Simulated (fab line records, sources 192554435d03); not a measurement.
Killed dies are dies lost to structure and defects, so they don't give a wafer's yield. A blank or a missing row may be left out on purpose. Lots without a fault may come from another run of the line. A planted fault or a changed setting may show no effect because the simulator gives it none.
Split-lot experiment | flow n5_finfet | 7 lots, 21 wafers read, on a route of 1938 steps

THE SPLIT
At N5_FIN_CUT_COAT_19 (time 60 s, resist thk 20 nm), the setting spin_rpm was moved away from the recipe's 1500 rpm on 9 of the 21 wafers read, by -9.7% to +10.9%. The other wafers ran this setting at the recipe's value.

FROM THE SPLIT TO THE READING: what the file shows between them, 5 steps
- N5_FIN_CUT_COAT_29: time 60 s, resist thk 10 nm
- N5_FIN_CUT_COAT_02: resist thk 30 nm
- N5_FIN_CUT_DESCUM_13: chemistry O2, time 7 s
- N5_FIN_CUT_ETCH_30: etches underlayer in N2/H2, target depth 13 nm, time 10.4 s
- N5_FIN_CUT_ETCH_20: etches SiARC in CF4, target depth 26 nm, time 43.3 s

THE READING
SiARC_of_FIN_CUT_COAT_19.thk_nm (the simulator's own value, which no gauge read), in nm, at N5_FIN_CUT_ETCH_21 (etches SOC in N2/H2, target depth 219 nm, overetch 43.8 nm, time 523.5 s). The file gives no usual value for it. The 12 wafers here that ran the recipe average 11.8 nm, standard deviation 0.18 nm.

wafer  | tool, chamber at the split | spin_rpm as run, rpm | against the recipe | SiARC_of_FIN_CUT_COAT_19.thk_nm, nm | against lot-mates on the recipe
L076.1 | litho_track-02, 0          | 1500                 | recipe             | 12.2                                | -
L076.3 | litho_track-02, 0          | 1500                 | recipe             | 11.8                                | -
L076.4 | litho_track-02, 0          | 1500                 | recipe             | 11.8                                | -
L086.2 | litho_track-05, 0          | 1561                 | +4.1%              | 12                                  | +0.4
L086.3 | litho_track-05, 0          | 1561                 | +4.1%              | 11.2                                | -0.4
L086.4 | litho_track-05, 0          | 1500                 | recipe             | 11.6                                | -
L087.1 | litho_track-04, 0          | 1440                 | -4.0%              | 12.2                                | +0.2
L087.6 | litho_track-04, 0          | 1440                 | -4.0%              | 12.2                                | +0.2
L087.2 | litho_track-04, 0          | 1500                 | recipe             | 12                                  | -
L089.1 | litho_track-02, 0          | 1500                 | recipe             | 12.2                                | -
L089.4 | litho_track-02, 0          | 1373                 | -8.5%              | 12.6                                | +0.6
L089.5 | litho_track-02, 0          | 1500                 | recipe             | 11.8                                | -
L090.2 | litho_track-04, 0          | 1500                 | recipe             | 11.8                                | -
L090.4 | litho_track-04, 0          | 1547                 | +3.1%              | 11.4                                | -0.4
L090.5 | litho_track-04, 0          | 1547                 | +3.1%              | 11.4                                | -0.4
L092.2 | litho_track-05, 0          | 1500                 | recipe             | 11.8                                | -
L092.4 | litho_track-05, 0          | 1500                 | recipe             | 11.8                                | -
L092.3 | litho_track-05, 0          | 1664                 | +10.9%             | 10.4                                | -1.4
L094.1 | litho_track-05, 0          | 1500                 | recipe             | 11.8                                | -
L094.5 | litho_track-05, 0          | 1355                 | -9.7%              | 13.2                                | +1.5
L094.6 | litho_track-05, 0          | 1500                 | recipe             | 11.6                                | -

THE FIT
A straight line over all 21 wafers: SiARC_of_FIN_CUT_COAT_19.thk_nm changes by -0.116 nm for each +1% of spin_rpm; r = -0.91; the points scatter about the line by 0.23 nm.
The same after taking each lot's own level away (the mean of its wafers on the recipe; 21 wafers): -0.106 nm for each +1%; r = -0.87; scatter 0.27 nm.
On that fit, the largest move of spin_rpm shifts the reading by 1.2 nm.
The lots' own levels span 11.60 to 12.00 nm, that is 2.2 times the standard deviation above.
So the lot-to-lot level changes the slope: the two fits differ.
Check: with one of the wafers moved furthest among these (+10.9%) left out of the fit, the line predicts -0.991 nm for it against its lot-mates. It came out at -1.4 nm against them.

OTHER SPLITS ON THESE WAFERS
These wafers also went through other splits before the reading. Each is held against what the fit with the lots' levels taken away leaves over:
other split on the same wafers | wafers away from the commonest value | r with SiARC_of_FIN_CUT_COAT_19.thk_nm (lot level and that fit taken away)
N5_ZERO_LAYER_PECVD_02 time_s  | 8                                    | +0.23
N5_FIN_SAQP_PECVD_06 time_s    | 6                                    | +0.18
N5_FIN_SAQP_EXPOSE_13 dose_mj  | 9                                    | -0.06

THE WHOLE CHAIN: every reading that the file lists as answering this split, in the file's order
step               | what it does                                                             | reading                                                                          | change (the file's fit)               | r (the file's)
N5_FIN_CUT_COAT_19 | time 60 s, resist thk 20 nm                                              | SiARC_of_FIN_CUT_COAT_19.thk_nm (the simulator's own value, which no gauge read) | -0.101 nm for each +1% of the setting | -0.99
N5_FIN_CUT_ETCH_20 | etches SiARC in CF4, target depth 26 nm, time 43.3 s                     | etch.depth_nm (the simulator's own value, which no gauge read)                   | -0.101 nm for each +1% of the setting | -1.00
N5_FIN_CUT_ETCH_21 | etches SOC in N2/H2, target depth 219 nm, overetch 43.8 nm, time 523.5 s | SiARC_of_FIN_CUT_COAT_19.thk_nm (the simulator's own value, which no gauge read) | -0.113 nm for each +1% of the setting | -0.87

THE FILE'S OWN FIT
SiARC_of_FIN_CUT_COAT_19.thk_nm changes by -0.113 nm for each +1% of spin_rpm, r = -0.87.
